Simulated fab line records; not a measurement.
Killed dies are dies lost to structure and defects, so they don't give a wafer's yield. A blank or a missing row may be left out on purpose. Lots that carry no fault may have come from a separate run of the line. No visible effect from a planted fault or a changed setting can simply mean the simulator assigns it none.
fab line records -- flow n5Finfet
record lots=6, wafers=18, lastDay=17
route steps=1938 shown BEOL_M13@1665 PASSIVATION@1936
lots that met no fault: taken from a fault-free run of the same line
startH: start of the lot's first displayed wafer, in hours after the record's first day -- waitH: hours from the lot's prior step to this one -- " same as the row above -- L1.1+2: one row covering several wafers at once -- - no value, or no start given -- * or withheld: withheld -- < > ~ a bound
route shown NAME@n: names a module that has steps shown in the file, with the first one's number in the route -- usual: mean/standard deviation taken from wafers without a fault -- same: alike in all rows -- chamber/n: place in a boat -- sites: the reading at each site -- _std_site: standard deviation of those values -- _edge_site: the outer-site mean with the inner-site mean subtracted -- radiusMm: how far each site lies from the wafer's centre -- mask NAME#n: copy n -- behind: tool/chamber where the wafer was last shaped -- hold: what put the lot on hold/how long, in hours/how the hold closed -- device: which transistor (n, p or np) failed to switch -- end of line: tests of these same wafers at the route's end -- where a step has no rows: the recipe by itself -- killed: not the wafer's yield, but the dies lost to structure and defects at the first sort -- map: a wafer's dies, marking killed ones x, the rest . and places with no die _
set.NAME: the setting that was run; set.NAME@STEP: the one run at that earlier step -- model.NAME: the simulator's own value behind a step, which no gauge read
lots seen at some steps along the route; tables by step, rows by wafer
services: the hour from which a tool's chamber was out of use, counted from the record's first day as startH (under 0 if before that day), plus the number of hours and why
## steps
# step N5_BEOL_M13_EXPOSE_07
# recipe maskId=V12, na=0.93, sourceShape=conventional, sigmaOuter=0.6, polarization=unpolarized, attpsmPhaseDeg=180, doseMj=24.8
# step N5_BEOL_M13_PEB_08
# recipe pebTempC=130, pebTimeS=90
# step N5_BEOL_M13_DEVELOP_09
# recipe developTimeS=45, rinseLiquid=diw, dry=airSpin, devTempC=21
# step N5_BEOL_M13_HARDBAKE_14
# recipe tempC=130, timeS=120
# step N5_BEOL_M13_CD_MEAS_10
# recipe targetCdNm=190, landingEnergyEv=500, detector=seInlens, polarity=opening
# usual cdNm=190.1/0.97
lot.wafer,tool,chamber,startH,waitH,cdNm
L463.1,cdSem-01,0,254.20,-,191.4
L463.2,cdSem-01,0,254.20,-,189.5
L463.4,cdSem-01,0,254.20,-,189.2
L470.2,cdSem-03,0,291.50,-,189.5
L470.4,cdSem-03,0,291.50,-,190.5
L470.5,cdSem-03,0,291.50,-,189.5
L476.1,cdSem-03,0,321.02,-,189.4
L476.4,cdSem-03,0,321.02,-,188.5
L476.5,cdSem-03,0,321.02,-,190.0
L475.1,cdSem-03,0,328.88,-,191.6
L475.3,cdSem-03,0,328.88,-,189.9
L475.6,cdSem-03,0,328.88,-,189.5
L479.3,cdSem-01,0,329.04,-,189.7
L479.4,cdSem-01,0,329.04,-,190.4
L479.5,cdSem-01,0,329.04,-,189.3
L483.3,cdSem-03,0,363.46,-,191.9
L483.4,cdSem-03,0,363.46,-,189.6
L483.5,cdSem-03,0,363.46,-,192.5
# step N5_BEOL_M13_OVL_MEAS_11
# recipe pointsPerWafer=44
# usual V12_OVL=2/5.2
lot.wafer,tool,chamber,startH,waitH,V12_OVL[nm]
L463.1,overlay-01,0,254.26,0.1,-3
L463.2,overlay-01,0,254.26,0.1,-5
L463.4,overlay-01,0,254.26,0.1,-7
L470.2,overlay-01,0,291.53,0.0,4
L470.4,overlay-01,0,291.53,0.0,-3
L470.5,overlay-01,0,291.53,0.0,-4
L476.1,overlay-01,0,321.05,0.0,6
L476.4,overlay-01,0,321.05,0.0,-4
L476.5,overlay-01,0,321.05,0.0,11
L475.1,overlay-02,0,328.91,0.0,11
L475.3,overlay-02,0,328.91,0.0,7
L475.6,overlay-02,0,328.91,0.0,2
L479.3,overlay-01,0,329.07,0.0,1
L479.4,overlay-01,0,329.07,0.0,-8
L479.5,overlay-01,0,329.07,0.0,0
L483.3,overlay-01,0,363.49,0.0,-3
L483.4,overlay-01,0,363.49,0.0,5
L483.5,overlay-01,0,363.49,0.0,0
# step N5_BEOL_M13_INSPECT_12
# recipe mode=adi, inspectInstrument=macro
# usual rawDefectCount=2.0/1.4
lot.wafer,tool,chamber,startH,waitH,rawDefectCount
L463.1,defectInspect-02,-,254.29,0.0,0
L463.2,defectInspect-02,-,254.29,0.0,4
L463.4,defectInspect-02,-,254.29,0.0,0
L470.2,defectInspect-02,-,291.55,0.0,3
L470.4,defectInspect-02,-,291.55,0.0,4
L470.5,defectInspect-02,-,291.55,0.0,3
L476.1,defectInspect-02,-,321.08,0.0,2
L476.4,defectInspect-02,-,321.08,0.0,0
L476.5,defectInspect-02,-,321.08,0.0,2
L475.1,defectInspect-02,-,328.93,0.0,0
L475.3,defectInspect-02,-,328.93,0.0,3
L475.6,defectInspect-02,-,328.93,0.0,0
L479.3,defectInspect-01,-,329.09,0.0,1
L479.4,defectInspect-01,-,329.09,0.0,1
L479.5,defectInspect-01,-,329.09,0.0,0
L483.3,defectInspect-01,-,363.51,0.0,4
L483.4,defectInspect-01,-,363.51,0.0,4
L483.5,defectInspect-01,-,363.51,0.0,2
# step N5_BEOL_M13_DESCUM_15
# recipe chemistry=O2, timeS=7.9, sourcePowerW=50, biasPowerW=20, pressureMtorr=20, rfFrequencyHz=2.712e+07, tempC=40, o2FlowSccm=225
# usual biasPowerW=20.00/0.064, drypumpMotorCurrentA=5.86/0.24, oesProductAu=0.81/0.1, rfVppV=243.3/1.3, showerheadPlenumPTorr=2.10/0.06, tempC=39.99/0.11, throttleValvePct=20.50/0.22
lot.wafer,tool,chamber,startH,waitH,biasPowerW,drypumpMotorCurrentA,oesProductAu,rfHoursCounterH,rfVppV,showerheadPlenumPTorr,tempC,throttleValvePct
L463.1,rieDiel-06,3,254.36,0.1,19.98,6.14,0.78,107,241.2,2.02,39.84,20.62
L463.2,rieDiel-06,1,254.36,0.1,20.02,5.96,0.97,5,243.3,2.15,39.74,20.15
L463.4,rieDiel-06,2,254.36,0.1,20.02,5.78,0.72,204,245.5,2.16,39.77,20.55
L470.2,rieDiel-06,0,291.69,0.1,20.07,5.84,0.92,14,244.1,2.14,40.20,20.48
L470.4,rieDiel-06,2,291.69,0.1,19.99,5.78,0.70,220,245.3,2.15,39.90,20.58
L470.5,rieDiel-06,1,291.69,0.1,19.82,5.94,0.92,-,244.0,2.15,39.81,20.17
L476.1,rieDiel-06,1,321.11,0.0,19.94,5.98,0.90,30,244.0,2.15,39.83,20.19
L476.4,rieDiel-06,2,321.11,0.0,20.00,5.77,0.70,228,245.1,2.15,39.79,20.62
L476.5,rieDiel-06,3,321.11,0.0,20.06,6.15,0.75,-,241.2,2.01,39.97,20.63
L475.1,rieDiel-06,0,329.13,0.2,20.00,5.83,0.87,27,243.0,2.13,39.78,20.50
L475.3,rieDiel-06,1,329.13,0.2,20.07,5.97,0.90,33,245.0,2.14,39.90,20.18
L475.6,rieDiel-06,2,329.13,0.2,19.87,5.77,0.69,-,243.0,2.15,40.14,20.59
L479.3,rieDiel-02,1,329.49,0.4,19.99,5.87,0.96,2,241.8,2.05,39.99,20.42
L479.4,rieDiel-02,3,329.49,0.4,19.90,5.59,0.93,27,244.5,2.14,40.07,20.30
L479.5,rieDiel-02,0,329.49,0.4,20.00,6.09,0.72,-,242.8,2.07,40.07,20.77
L483.3,rieDiel-02,3,363.54,0.0,20.00,5.60,0.90,39,243.1,2.13,40.12,20.31
L483.4,rieDiel-02,0,363.54,0.0,19.94,6.11,0.70,225,244.0,2.07,40.17,20.79
L483.5,rieDiel-02,0,363.54,0.0,19.99,6.10,0.71,-,242.9,2.07,39.95,20.80
# step N5_BEOL_M13_ETCH_59
# recipe chemistry=N2/H2, target=BARC, targetDepthA=890, overetchA=267, timeS=67.9, ionEnergyEv=200, pressureMtorr=30, sourceW=840, biasW=150, n2FlowSccm=200, h2FlowSccm=200
# usual drypumpMotorCurrentA=5.87/0.24, oesProductAu=0.69/0.079, rfVppV=524.1/2.3, showerheadPlenumPTorr=2.55/0.075, throttleValvePct=17.91/0.27
lot.wafer,tool,chamber,startH,waitH,drypumpMotorCurrentA,oesProductAu,rfHoursCounterH,rfVppV,showerheadPlenumPTorr,throttleValvePct
L463.1,rieDiel-06,3,254.40,0.0,6.14,0.66,107,521.1,2.45,18.01
L463.2,rieDiel-06,1,254.40,0.0,5.96,0.81,5,525.5,2.60,17.46
L463.4,rieDiel-06,2,254.40,0.0,5.77,0.61,204,525.1,2.63,18.10
L470.2,rieDiel-06,0,291.73,0.0,5.84,0.78,14,524.7,2.59,17.77
L470.4,rieDiel-06,2,291.73,0.0,5.76,0.60,220,526.9,2.62,18.13
L470.5,rieDiel-06,1,291.73,0.0,5.95,0.77,-,526.0,2.60,17.49
L476.1,rieDiel-06,1,321.15,0.0,5.96,0.76,30,525.4,2.59,17.52
L476.4,rieDiel-06,2,321.15,0.0,5.78,0.60,228,526.2,2.62,18.13
L476.5,rieDiel-06,3,321.15,0.0,6.16,0.65,-,520.2,2.44,18.06
L475.1,rieDiel-06,0,329.16,0.0,5.83,0.76,27,525.0,2.59,17.80
L475.3,rieDiel-06,1,329.16,0.0,5.97,0.75,33,524.7,2.59,17.51
L475.6,rieDiel-06,2,329.16,0.0,5.79,0.60,-,524.7,2.62,18.14
L479.3,rieDiel-02,1,329.53,0.0,5.88,0.81,2,522.2,2.49,17.78
L479.4,rieDiel-02,3,329.53,0.0,5.59,0.78,27,526.4,2.59,17.71
L479.5,rieDiel-02,0,329.53,0.0,6.10,0.62,-,523.2,2.51,18.21
L483.3,rieDiel-02,3,363.58,0.0,5.59,0.76,39,524.8,2.58,17.71
L483.4,rieDiel-02,0,363.58,0.0,6.09,0.61,225,523.4,2.51,18.22
L483.5,rieDiel-02,0,363.58,0.0,6.08,0.61,-,523.5,2.51,18.22
# step N5_BEOL_M13_VIA_ETCH_16
# recipe chemistry=C4F8/O2/Ar, target=SiOC, pressureMtorr=30, sourceW=3000, biasW=700, Ar_flow_sccm=400, C4F8_flow_sccm=15, O2_flow_sccm=8, heInnerTorr=15, heOuterTorr=30, targetDepthA=9217, timeS=withheld, ionEnergyEv=250, ends=cleared
# usual drypumpMotorCurrentA=5.87/0.24, oesProductAu=0.73/0.089, rfVppV=665.7/2.7, showerheadPlenumPTorr=3.43/0.092, throttleValvePct=24.25/0.24
lot.wafer,tool,chamber,startH,waitH,drypumpMotorCurrentA,oesProductAu,rfVppV,showerheadPlenumPTorr,throttleValvePct
L463.1,rieDiel-06,3,254.45,0.0,6.14,0.70,661.3,3.31,24.37
L463.2,rieDiel-06,1,254.45,0.0,5.98,0.86,667.3,3.49,23.84
L463.4,rieDiel-06,2,254.45,0.0,5.79,0.65,667.2,3.53,24.38
L470.2,rieDiel-06,0,291.78,0.0,5.87,0.82,667.3,3.48,24.24
L470.4,rieDiel-06,2,291.78,0.0,5.77,0.63,666.6,3.52,24.39
L470.5,rieDiel-06,1,291.78,0.0,5.97,0.83,667.9,3.48,23.87
L476.1,rieDiel-06,1,321.20,0.0,5.95,0.82,667.4,3.48,23.90
L476.4,rieDiel-06,2,321.20,0.0,5.76,0.63,669.0,3.51,24.39
L476.5,rieDiel-06,3,321.20,0.0,6.18,0.69,663.3,3.29,24.41
L475.1,rieDiel-06,0,329.21,0.0,5.84,0.80,665.9,3.47,24.27
L475.3,rieDiel-06,1,329.21,0.0,5.99,0.81,667.3,3.48,23.88
L475.6,rieDiel-06,2,329.21,0.0,5.77,0.62,668.4,3.51,24.41
L479.3,rieDiel-02,1,329.58,0.0,5.93,0.86,663.5,3.36,24.24
L479.4,rieDiel-02,3,329.58,0.0,5.58,0.82,667.1,3.47,24.06
L479.5,rieDiel-02,0,329.58,0.0,6.10,0.64,665.4,3.39,24.53
L483.3,rieDiel-02,3,363.63,0.0,5.60,0.81,666.2,3.47,24.09
L483.4,rieDiel-02,0,363.63,0.0,6.08,0.64,665.9,3.38,24.54
L483.5,rieDiel-02,0,363.63,0.0,6.09,0.64,662.6,3.38,24.54
# step N5_BEOL_M13_STRIP_63
# recipe chemistry=N2/H2, powerW=1000, tempC=250, h2Frac=0.65, overashFraction=0.3, pressureMtorr=1000, n2FlowSccm=1750, h2FlowSccm=3250
# usual chamberPressureMTorr=1000.2/0.9, drypumpMotorCurrentA=5.67/0.2, heaterPowerW=319/25, oesProductAu=0.674/0.0049, stripTimeToEndpointS=28.1/0.93, tempC=249.98/0.17
lot.wafer,tool,chamber,startH,waitH,chamberPressureMTorr,drypumpMotorCurrentA,heaterPowerW,oesProductAu,rfHoursCounterH,stripTimeToEndpointS,tempC
L463.1,plasmaAsher-01,1,254.69,-,999.3,5.63,322,0.666,121,29.4,249.96
L463.2,plasmaAsher-01,0,254.69,-,1000.4,5.45,321,0.676,121,27.5,250.24
L463.4,plasmaAsher-01,1,254.69,-,999.8,5.59,320,0.672,-,27.2,250.04
L470.2,plasmaAsher-01,0,292.02,-,999.5,5.42,325,0.679,129,28.6,250.31
L470.4,plasmaAsher-01,1,292.02,-,1000.0,5.62,321,0.676,-,28.1,249.90
L470.5,plasmaAsher-01,1,292.02,-,1000.1,5.61,322,0.666,-,26.1,249.70
L476.1,plasmaAsher-01,0,321.43,-,999.4,5.42,332,0.670,132,27.0,249.88
L476.4,plasmaAsher-01,0,321.43,-,1000.2,5.42,322,0.669,-,27.0,249.79
L476.5,plasmaAsher-01,0,321.43,-,1000.6,5.42,327,0.670,-,27.8,249.93
L475.1,plasmaAsher-01,0,329.45,-,1000.4,5.39,321,0.679,134,28.9,250.08
L475.3,plasmaAsher-01,1,329.45,-,1000.8,5.60,317,0.677,-,27.9,249.88
L475.6,plasmaAsher-01,1,329.45,-,1000.3,5.62,322,0.665,-,26.9,249.94
L479.3,plasmaAsher-02,1,329.88,-,1000.5,5.97,359,0.673,-,27.1,249.85
L479.4,plasmaAsher-02,0,329.88,-,1000.8,5.61,285,0.676,-,27.1,249.92
L479.5,plasmaAsher-02,1,329.88,-,1000.6,5.99,353,0.670,-,28.9,249.91
L483.3,plasmaAsher-02,1,363.89,-,999.2,6.00,349,0.671,-,28.8,250.06
L483.4,plasmaAsher-02,0,363.89,-,1000.4,5.64,284,0.671,-,28.6,250.03
L483.5,plasmaAsher-02,0,363.89,-,1000.7,5.63,291,0.675,-,29.1,250.25
# step N5_BEOL_M13_STRIP_64
# recipe chemistry=N2/H2, powerW=1000, tempC=250, h2Frac=0.65, overashFraction=0.3, pressureMtorr=withheld, n2FlowSccm=1750, h2FlowSccm=3250
# usual drypumpMotorCurrentA=5.67/0.21, h2FlowSccm=3252/8.8, heaterPowerW=320/25, oesProductAu=0.715/0.0042, stripTimeToEndpointS=31.35/0.07, tempC=250.03/0.18
lot.wafer,tool,chamber,startH,waitH,drypumpMotorCurrentA,h2FlowSccm,heaterPowerW,oesProductAu,rfHoursCounterH,stripTimeToEndpointS,tempC
L463.1,plasmaAsher-01,1,254.75,0.0,5.59,3262,317,0.724,121,31.18,249.71
L463.2,plasmaAsher-01,0,254.75,0.0,5.43,3245,334,0.712,121,31.24,249.82
L463.4,plasmaAsher-01,1,254.75,0.0,5.60,3257,327,0.716,-,31.27,250.10
L470.2,plasmaAsher-01,0,292.08,0.0,5.44,3276,322,0.710,129,31.44,249.96
L470.4,plasmaAsher-01,1,292.08,0.0,5.61,3253,315,0.717,-,31.44,249.85
L470.5,plasmaAsher-01,1,292.08,0.0,5.63,3254,323,0.718,-,31.44,250.01
L476.1,plasmaAsher-01,0,321.49,0.0,5.39,3256,327,0.717,133,31.37,250.59
L476.4,plasmaAsher-01,0,321.49,0.0,5.36,3252,323,0.708,-,31.30,250.20
L476.5,plasmaAsher-01,0,321.49,0.0,5.40,3254,323,0.718,-,31.30,250.13
L475.1,plasmaAsher-01,0,329.51,0.0,5.38,3245,332,0.720,135,31.37,250.13
L475.3,plasmaAsher-01,1,329.51,0.0,5.62,3245,328,0.722,-,31.46,250.42
L475.6,plasmaAsher-01,1,329.51,0.0,5.62,3253,324,0.721,-,31.36,250.09
L479.3,plasmaAsher-02,1,329.94,0.0,6.01,3252,347,0.715,-,31.31,250.03
L479.4,plasmaAsher-02,0,329.94,0.0,5.65,3239,288,0.720,-,31.31,250.25
L479.5,plasmaAsher-02,1,329.94,0.0,5.99,3256,344,0.718,-,31.36,250.05
L483.3,plasmaAsher-02,1,363.95,0.0,5.93,3249,346,0.715,-,31.31,249.83
L483.4,plasmaAsher-02,0,363.95,0.0,5.64,3244,286,0.716,-,31.28,249.92
L483.5,plasmaAsher-02,0,363.95,0.0,5.63,3239,284,0.708,-,31.35,250.08
# step N5_BEOL_M13_STRIP_71
# recipe chemistry=postEtchResidueRemover, timeS=60, tempC=25, removerPh=withheld, removerWaterWtPct=withheld, removerFluorideWtPct=withheld
# usual runLengthS=69/3.1, tempC=25.01/0.11
lot.wafer,tool,chamber,startH,waitH,runLengthS,tempC
L463.1,wetBench-05,5,254.83,0.1,68,24.92
L463.2,wetBench-05,0,254.83,0.1,66,25.04
L463.4,wetBench-05,4,254.83,0.1,67,25.00
L470.2,wetBench-06,1,292.16,0.1,67,25.12
L470.4,wetBench-06,4,292.16,0.1,68,25.19
L470.5,wetBench-06,0,292.16,0.1,67,25.11
L476.1,wetBench-06,3,321.58,0.1,68,24.95
L476.4,wetBench-06,5,321.58,0.1,65,25.17
L476.5,wetBench-06,0,321.58,0.1,66,25.03
L475.1,wetBench-05,5,329.60,0.1,-,-
L475.3,wetBench-05,6,329.60,0.1,-,-
L475.6,wetBench-05,0,329.60,0.1,-,-
L479.3,wetBench-05,6,330.01,0.0,-,-
L479.4,wetBench-05,4,330.01,0.0,-,-
L479.5,wetBench-05,7,330.01,0.0,-,-
L483.3,wetBench-06,7,364.01,0.0,67,25.08
L483.4,wetBench-06,1,364.01,0.0,67,24.88
L483.5,wetBench-06,5,364.01,0.0,65,25.05
# step N5_BEOL_M13_SRD_72
# recipe timeS=30, tempC=23, rinseLiquid=diw, dry=n2Spin, spinRpm=1500, dryTimeS=30
# step N5_PASSIVATION_PROBE_49
# usual defectLimitedYield=91.0/1.5, killed_at_M0_to_M3=36/12, killed_at_M4_up=14/5.5, killedAtContacts=11/4.8, killedAtFrontEnd=42/12, killedAtOther=3.7/2.7, killedDies=106/18, killedOpen=70/13, killedShort=35/8.2, sort_bin_5_function=5.3/1, sort_bin_6_memory=3.3/0.69, sortNPass=1074/18, sortYieldPct=91.0/1.5
# same grossDies=1180, killedAtBackSide=0, sort_bin_4_leakage[%]=0, sort_bin_8_speed[%]=0
lot.wafer,tool,chamber,startH,waitH,defectLimitedYield[%],killed_at_M0_to_M3,killed_at_M4_up,killedAtContacts,killedAtFrontEnd,killedAtOther,killedDies,killedOpen,killedShort,sort_bin_5_function[%],sort_bin_6_memory[%],sortNPass,sortYieldPct[%]
L463.1,prober-02,-,291.44,0.0,90.3,40,12,18,41,4,115,83,29,5.8,3.8,1065,90.3
L463.2,prober-02,-,291.49,0.1,88.6,51,6,12,64,2,135,97,37,6.4,4.7,1045,88.6
L463.4,prober-02,-,291.59,0.2,92.2,21,22,16,32,1,92,56,32,5.2,2.4,1088,92.2
# killed by level:class
L463.1 STI_FIN_REVEAL:geometricParticle:open=17 BEOL_M1:geometricParticle:open=14 MOL_CONTACT_COAG:geometricParticle:open=14 FIN_SAQP:geometricParticle:short=11 BEOL_M0_SAQP:geometricParticle:open=9 BEOL_M2:geometricParticle:open=9 BEOL_M4:geometricParticle:open=7 FIN_SAQP:geometricParticle:open=6
L463.2 FIN_SAQP:geometricParticle:open=17 STI_FIN_REVEAL:geometricParticle:open=15 BEOL_M0_SAQP:geometricParticle:short=15 BEOL_M0_SAQP:geometricParticle:open=14 BEOL_M1:geometricParticle:open=12 FIN_SAQP:geometricParticle:short=10 MOL_CONTACT_COAG:geometricParticle:open=10 DUMMY_GATE:geometricParticle:open=9
L463.4 BEOL_M4:geometricParticle:open=13 MOL_CONTACT_COAG:geometricParticle:open=11 FIN_SAQP:geometricParticle:open=9 BEOL_M0_SAQP:geometricParticle:short=8 FIN_SAQP:geometricParticle:short=7 MOL_CONTACT_COAG:geometricParticle:short=5 BEOL_M0_SAQP:geometricParticle:open=4 DUMMY_GATE:geometricParticle:open=3
## services
tool,chamber,startH,hours,kind
rieDiel-02,3,240.04,7.0,repair
rieDiel-06,0,240.32,-,clean
rieDiel-06,0,240.32,-,consumableReplace:focusRing
rieDiel-06,0,240.32,11.9,scheduledDown
rieDiel-06,0,240.32,11.9,ventCycle
rieDiel-02,3,286.50,12.4,repair
rieDiel-02,1,298.96,-,clean
rieDiel-02,1,298.96,-,consumableReplace:focusRing
rieDiel-02,1,298.96,24.0,scheduledDown
rieDiel-02,1,298.96,24.0,ventCycle
plasmaAsher-01,-,307.97,3.2,repair
rieDiel-06,2,315.03,5.0,repair
plasmaAsher-01,-,342.43,0.4,repair
plasmaAsher-02,-,354.51,2.8,pm
## key
firstSign step=N5_BEOL_M13_STRIP_71, reading=toolRecord, direction=missing
effect none on later readings
metAt N5_BEOL_M13_STRIP_71
struckWafers L475.1,L475.3,L475.6,L479.3,L479.4,L479.5
onsetBetween 254.83 329.60
fault kind=skippedStepWhole, tool=wetBench-05, chamber=-, onsetH=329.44, steps=N5_BEOL_M13_STRIP_71, scope=struckLotsOnly
